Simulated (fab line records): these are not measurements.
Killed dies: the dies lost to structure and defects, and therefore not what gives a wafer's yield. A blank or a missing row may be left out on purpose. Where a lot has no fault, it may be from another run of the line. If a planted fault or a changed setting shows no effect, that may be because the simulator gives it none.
fab line records	flow nand-harc
record: lots: 12	wafers: 36	last-day: 34
route steps=1302 shown P_ZERO_WELL@17 P_STI@88 END@1302
lots that met no fault: from a run of the same line without faults
start-h: hours from the record's first day to the start of the lot's first wafer shown	wait-h: how many hours have passed since the lot's step before this one	" same as the row above	L1.1+2: a row that stands for several wafers	- no value, or no start was given	* or withheld: withheld	< > ~ a bound
route shown NAME@n: a module of which the file shows steps, and the number in the route of the first	usual: average and standard deviation across the fault-free wafers	same: alike in all rows	chamber/n: place in a boat	sites: the reading at each site	_std_site: the standard deviation of these	_edge_site: outer sites' mean less inner sites'	radius-mm: for every site, how far away it sits from the centre of the wafer	mask NAME#n: copy n	behind: the tool/chamber that last shaped the wafer	hold: cause of the lot's hold/its duration in hours/its outcome	device: transistor that didn't switch, given as n, p or np	end of line: tests of these same wafers at the route's end	for a step that has no rows: nothing shown but its recipe	killed: count of dies lost to structure and defects at first sort (not the wafer's yield)	map: dies across one wafer; x = killed, . = not, _ = none there
set.NAME: the setting that was run; set.NAME@STEP: the one run at that earlier step	model.NAME: the simulator's own value behind a step, which no gauge read
one table for each step of the route and one row for each wafer, over a sample of lots
services: when a tool's chamber went out of use (start-h, in hours from the record's first day, below 0 if earlier), for how many hours, and the reason
== steps ==
step: NHARC_P_ZERO_WELL_ETCH_65
recipe: target-depth-a: 800	overetch-a: 240	time-s: 87.88	ion-energy-ev: 200	n2-flow-sccm: 150	h2-flow-sccm: 150	ar-flow-sccm: 0	rf-w: 400	bias-w: 150	chemistry: N2/H2
usual: drypump-motor-current-A: 5.72/0.28	oes-product-au: 0.995/0.012	rf-vpp-V: 429.4/2.6	showerhead-plenum-p-Torr: 2.00/0.087	throttle-valve-pct: 14.171/0.0094
lot.wafer	tool	chamber	start-h	wait-h	drypump-motor-current-A	oes-product-au	rf-hours-counter-h	rf-vpp-V	showerhead-plenum-p-Torr	throttle-valve-pct
L647.2	rie-diel-09	3	41.49	0.1	5.38	1.014	19	426.5	1.93	14.177
L647.1	"	1	"	"	5.43	1.007	19	435.0	2.15	14.158
L647.6	"	3	"	"	5.35	1.002	-	426.8	1.93	14.167
L649.1	rie-diel-11	2	61.37	0.1	6.07	1.011	58	427.3	1.92	14.177
L649.3	"	0	"	"	5.96	0.989	55	428.1	1.93	14.179
L649.6	"	1	"	"	5.48	1.015	-	428.4	1.96	14.166
L650.4	rie-diel-05	1	71.50	0.1	5.79	0.990	4	428.6	1.95	14.186
L650.5	"	3	"	"	6.03	0.986	-	433.2	2.10	14.177
L650.6	"	0	"	"	5.57	0.996	-	428.6	1.96	14.179
L651.2	rie-diel-05	0	81.51	0.1	5.56	0.979	6	429.8	1.96	14.184
L651.1	"	1	"	"	5.79	0.981	6	429.5	1.95	14.187
L651.5	"	0	"	"	5.57	0.982	-	429.9	1.96	14.172
L652.1	rie-diel-09	2	91.40	0.1	5.77	0.993	38	432.3	2.12	14.165
L652.4	"	1	"	"	5.42	1.004	-	433.0	2.14	14.177
L652.5	"	2	"	"	5.83	0.987	-	431.6	2.12	14.165
L653.3	rie-diel-11	2	101.52	0.1	6.05	0.987	4	427.0	1.91	14.171
L653.6	"	1	"	"	5.47	1.003	-	428.5	1.96	14.167
L653.5	"	2	"	"	6.08	0.991	-	427.2	1.91	14.175
L654.3	rie-diel-11	1	111.49	0.1	5.47	1.001	5	427.4	1.95	14.172
L654.1	"	0	"	"	5.94	1.003	5	427.0	1.93	14.158
L654.6	"	1	"	"	5.46	0.997	-	427.7	1.95	14.182
L658.1	rie-diel-05	1	151.64	0.3	5.76	0.985	34	427.9	1.94	14.179
L658.5	"	2	"	"	6.06	0.985	-	432.8	2.12	14.178
L658.6	"	3	"	"	6.08	0.991	-	433.1	2.09	14.184
L663.3	rie-diel-11	1	201.54	0.1	5.47	0.989	36	427.5	1.94	14.151
L663.1	"	2	"	"	6.08	0.994	36	427.2	1.90	14.169
L663.4	"	3	"	"	5.67	0.980	-	430.2	2.03	14.167
L664.1	rie-diel-09	2	211.50	0.1	5.87	0.979	20	432.0	2.11	14.182
L664.3	"	3	"	"	5.35	0.999	18	425.7	1.91	14.178
L664.4	"	0	"	"	5.31	1.001	20	426.3	1.90	14.163
L667.4	rie-diel-05	2	241.48	0.1	6.06	0.995	1	431.5	2.11	14.169
L667.3	"	1	"	"	5.78	0.981	1	427.1	1.93	14.175
L667.6	"	2	"	"	6.06	0.984	-	432.0	2.11	14.163
L668.4	rie-diel-11	3	251.48	0.1	5.68	0.984	53	429.1	2.03	14.183
L668.3	"	1	"	"	5.48	1.005	54	429.1	1.94	14.171
L668.2	"	2	"	"	6.07	0.988	57	426.2	1.90	14.167
step: NHARC_P_STI_ETCH_42
recipe: target-depth-a: 800	overetch-a: 240	time-s: 61	ion-energy-ev: 200	n2-flow-sccm: 150	h2-flow-sccm: 150	ar-flow-sccm: 0	rf-w: 400	bias-w: 150	chemistry: N2/H2
usual: drypump-motor-current-A: 5.5/0.49	oes-product-au: 1.001/0.01	rf-vpp-V: 430.4/2.5	showerhead-plenum-p-Torr: 2.04/0.091	throttle-valve-pct: 14.171/0.0087
lot.wafer	tool	chamber	start-h	wait-h	drypump-motor-current-A	oes-product-au	rf-hours-counter-h	rf-vpp-V	showerhead-plenum-p-Torr	throttle-valve-pct
L647.2	rie-diel-01	1	62.95	0.1	5.6	0.995	1	427.9	1.95	14.173
L647.1	"	2	"	"	6.2	0.993	1	430.1	2.00	14.157
L647.6	"	0	"	"	4.8	1.013	-	430.3	2.08	14.177
L649.3	rie-diel-01	3	82.12	0.1	5.5	1.007	2	435.0	2.21	14.156
L649.1	"	0	"	"	4.8	1.018	2	432.3	2.08	14.168
L649.6	"	0	"	"	4.8	1.019	-	430.8	2.08	14.168
L650.4	rie-diel-08	0	94.44	0.2	5.1	1.014	7	433.3	2.12	14.183
L650.5	"	2	"	"	5.5	1.014	-	426.2	1.90	14.186
L650.6	"	3	"	"	6.0	0.995	-	432.8	2.11	14.178
L651.1	rie-diel-01	3	105.67	0.1	5.5	0.996	3	435.5	2.21	14.168
L651.2	"	0	"	"	4.9	1.025	3	431.5	2.08	14.167
L651.5	"	0	"	"	4.9	1.024	-	432.3	2.08	14.169
L652.4	rie-diel-08	1	113.91	0.1	4.9	1.001	9	426.8	1.93	14.167
L652.1	"	0	"	"	5.2	1.008	9	431.8	2.12	14.174
L652.5	"	1	"	"	4.9	1.008	-	426.4	1.93	14.174
L653.3	rie-diel-01	3	124.09	0.1	5.5	1.006	3	435.9	2.21	14.174
L653.5	"	3	"	"	5.5	0.997	-	436.5	2.21	14.173
L653.6	"	2	"	"	6.2	1.004	-	429.8	2.00	14.173
L654.3	rie-diel-01	3	137.37	0.1	5.5	0.999	4	435.2	2.21	14.179
L654.1	"	1	"	"	5.6	0.861	3	427.8	1.95	14.169
L654.6	"	3	"	"	5.5	0.992	-	433.2	2.21	14.175
L658.1	rie-diel-08	3	173.21	0.1	6.0	1.004	13	432.0	2.10	14.181
L658.5	"	3	"	"	6.0	1.008	-	432.8	2.10	14.181
L658.6	"	0	"	"	5.1	1.001	-	432.3	2.12	14.171
L663.4	rie-diel-12	2	224.92	0.1	5.3	1.005	7	429.0	2.02	14.169
L663.3	"	3	"	"	5.6	0.984	8	428.7	1.98	14.180
L663.1	"	1	"	"	5.8	0.993	7	429.3	1.98	14.170
L664.1	rie-diel-01	2	234.85	0.1	6.2	1.005	1	427.8	2.00	14.175
L664.3	"	3	"	"	5.5	1.001	1	434.3	2.20	14.169
L664.4	"	1	"	"	5.6	0.998	1	428.6	1.94	14.158
L667.3	rie-diel-12	0	263.94	0.1	6.6	1.001	10	431.2	2.07	14.181
L667.4	"	1	"	"	5.7	1.001	10	428.9	1.98	14.177
L667.6	"	0	"	"	6.6	1.009	-	431.6	2.07	14.156
L668.2	rie-diel-01	3	272.33	0.1	5.5	0.999	4	435.7	2.20	14.171
L668.4	"	0	"	"	4.8	0.999	4	432.5	2.08	14.172
L668.3	"	1	"	"	5.6	0.988	3	428.8	1.94	14.156
step: NHARC_P_STI_ETCH_15
recipe: target-depth-a: 3000	taper-deg: 4	time-s: 100.1	hbr-flow-sccm: 150	cl2-flow-sccm: 50	rf-w: 400	icp-w: 400	bias-w: 100	chemistry: HBr/Cl2
usual: drypump-motor-current-A: 5.9/0.32	oes-product-au: 0.999/0.0094	throttle-valve-pct: 26.405/0.01
lot.wafer	tool	chamber	start-h	wait-h	drypump-motor-current-A	oes-product-au	rf-hours-counter-h	throttle-valve-pct
L647.2	rie-si-03	2	63.14	-	6.2	1.001	0.0	26.402
L647.1	"	1	"	"	6.2	0.995	0.0	26.405
L647.6	"	3	"	"	6.1	0.983	-	26.414
L649.3	rie-si-02	1	82.31	-	5.6	1.006	1.1	26.399
L649.1	"	3	"	"	5.5	1.000	1.0	26.414
L649.6	"	2	"	"	5.9	1.004	-	26.404
L650.4	rie-si-05	2	94.62	-	5.4	0.995	0.8	26.402
L650.5	"	2	"	"	5.4	0.993	-	26.411
L650.6	"	3	"	"	6.2	0.993	-	26.409
L651.1	rie-si-05	3	105.86	-	6.2	0.996	1.0	26.412
L651.2	"	2	"	"	5.4	0.993	0.9	26.384
L651.5	"	0	"	"	5.9	0.992	-	26.407
L652.4	rie-si-05	3	114.12	-	6.2	1.012	1.1	26.417
L652.1	"	0	"	"	5.9	0.991	1.0	26.397
L652.5	"	3	"	"	6.2	1.010	-	26.391
L653.3	rie-si-03	2	124.33	-	6.2	0.989	0.4	26.394
L653.6	"	0	"	"	5.9	1.001	-	26.414
L653.5	"	1	"	"	6.2	1.007	-	26.397
L654.3	rie-si-05	2	137.59	-	5.4	0.998	0.0	26.396
L654.1	"	3	"	"	6.2	1.010	0.0	26.411
L654.6	"	0	"	"	5.9	1.010	-	26.418
L658.1	rie-si-03	0	173.45	-	5.9	0.992	0.8	26.405
L658.5	"	3	"	"	6.1	0.977	-	26.403
L658.6	"	0	"	"	6.0	0.998	-	26.401
L663.1	rie-si-02	0	225.10	-	5.2	1.010	0.9	26.416
L663.3	"	3	"	"	5.6	0.987	0.9	26.396
L663.4	"	0	"	"	5.2	1.004	-	26.405
L664.3	rie-si-03	2	235.04	-	6.2	1.011	0.0	26.403
L664.1	"	3	"	"	6.1	0.998	0.1	26.421
L664.4	"	2	"	"	6.2	0.999	-	26.411
L667.3	rie-si-05	0	264.15	-	5.9	0.988	0.9	26.409
L667.4	"	1	"	"	6.0	0.991	0.9	26.414
L667.6	"	3	"	"	6.2	1.004	-	26.404
L668.3	rie-si-03	3	272.51	-	6.1	1.007	0.3	26.397
L668.4	"	0	"	"	6.0	0.994	0.4	26.401
L668.2	"	2	"	"	6.1	0.992	0.4	26.410
step: NHARC_P_STI_INSPECT_25
usual: raw-defect-count: 218/81
lot.wafer	tool	chamber	start-h	wait-h	raw-defect-count
L647.1	defect-inspect-02	-	89.17	0.4	223
L647.2	"	-	"	"	288
L647.6	"	-	"	"	183
L649.1	defect-inspect-02	-	110.91	0.4	164
L649.3	"	-	"	"	184
L649.6	"	-	"	"	237
L650.4	defect-inspect-01	-	121.51	0.4	205
L650.5	"	-	"	"	186
L650.6	"	-	"	"	188
L651.1	defect-inspect-02	-	138.46	0.4	188
L651.2	"	-	"	"	190
L651.5	"	-	"	"	221
L652.1	defect-inspect-01	-	150.03	0.4	170
L652.4	"	-	"	"	181
L652.5	"	-	"	"	252
L653.3	defect-inspect-02	-	157.38	0.4	320
L653.5	"	-	"	"	268
L653.6	"	-	"	"	217
L654.1	defect-inspect-01	-	170.99	0.4	214
L654.3	"	-	"	"	206
L654.6	"	-	"	"	190
L658.1	defect-inspect-01	-	199.23	0.4	153
L658.5	"	-	"	"	240
L658.6	"	-	"	"	146
L663.1	defect-inspect-02	-	249.97	0.4	222
L663.3	"	-	"	"	247
L663.4	"	-	"	"	157
L664.1	defect-inspect-02	-	260.61	0.4	171
L664.3	"	-	"	"	168
L664.4	"	-	"	"	213
L667.3	defect-inspect-01	-	290.60	0.4	297
L667.4	"	-	"	"	285
L667.6	"	-	"	"	231
L668.2	defect-inspect-01	-	299.79	0.4	413
L668.3	"	-	"	"	257
L668.4	"	-	"	"	266
step: NHARC_END_SORT_01
recipe: temp-c: 25
usual: killed-at-array: 53/21	killed-at-other: 1.1/1.5	killed-at-periphery: 3.9/2.7	killed-dies: 58/21	killed-open: 3.4/1.9	killed-short: 2.3/1.5
same: gross-dies: 677
lot.wafer	tool	chamber	start-h	wait-h	killed-at-array	killed-at-other	killed-at-periphery	killed-dies	killed-open	killed-short
L658.1	prober-02	0	687.95	2.5	81	0	5	86	3	2
killed by level:class
L658.1 A_SLIT:chamber-film-flake=33 A_CHANNEL_HOLE_D2:chamber-film-flake=24 A_CHANNEL_HOLE_D1:chamber-film-flake=7 A_BONDPAD:chamber-film-flake=6 P_M2:chamber-film-flake=2 A_CHANNEL_FILL_D2:chamber-film-flake=2 A_WL_FILL:chamber-film-flake=2 A_CONTACT:chamber-film-flake=2
== services ==
tool	chamber	start-h	hours	kind
rie-diel-05	3	21.56	9.9	repair
rie-diel-11	1	22.45	3.0	repair
rie-diel-01	3	22.95	10.3	repair
rie-diel-01	-	26.80	9.0	pm
rie-si-03	-	44.00	9.0	pm
rie-diel-05	0	48.07	2.3	repair
rie-diel-05	-	52.60	9.0	pm
rie-si-05	1	61.71	4.2	repair
rie-diel-05	2	76.34	6.3	repair
rie-diel-11	-	81.79	9.0	pm
rie-diel-01	1	119.68	7.7	repair
rie-diel-05	0	124.09	3.5	repair
rie-si-05	-	128.00	9.0	pm
rie-diel-05	2	128.11	4.4	repair
rie-diel-11	3	172.14	8.8	repair
rie-diel-11	0	182.85	2.5	repair
rie-diel-11	0	200.53	12.7	repair
rie-diel-01	-	203.80	9.0	pm
rie-si-03	-	221.00	9.0	pm
rie-si-03	1	234.68	2.4	repair
rie-si-05	1	244.04	2.1	repair
rie-diel-11	0	257.08	4.7	repair
rie-diel-11	-	258.79	9.0	pm
rie-diel-01	2	265.61	4.7	repair
== key ==
first-sign: step: NHARC_P_STI_ETCH_42	reading: oes-product-au	direction: down	sigmas: 14	usual: 1.001	struck: 0.861
effect none on later readings
met-at NHARC_P_STI_ETCH_42
struck-lots L654
struck-wafers L654.1
tester-left-out L654
not-acting-at NHARC_P_ZERO_WELL_ETCH_65,NHARC_P_STI_ETCH_15,NHARC_P_STI_INSPECT_25
onset-between 124.09 137.37
fault: kind: process-parameter-drift	tool: rie-diel-01	chamber: -	onset-h: 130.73	steps: NHARC_P_STI_ETCH_42	channel: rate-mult	offset: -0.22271	shape: step	end-h: 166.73	scope: struck-wafers-only
tester-left-out: of these lots the tester's yield and bins aren't shown, on N5 and GAA mostly nor the transistor test; their killed dies are dies lost to structure and defects alone, not to doping, threshold or leakage, so they don't give the yield
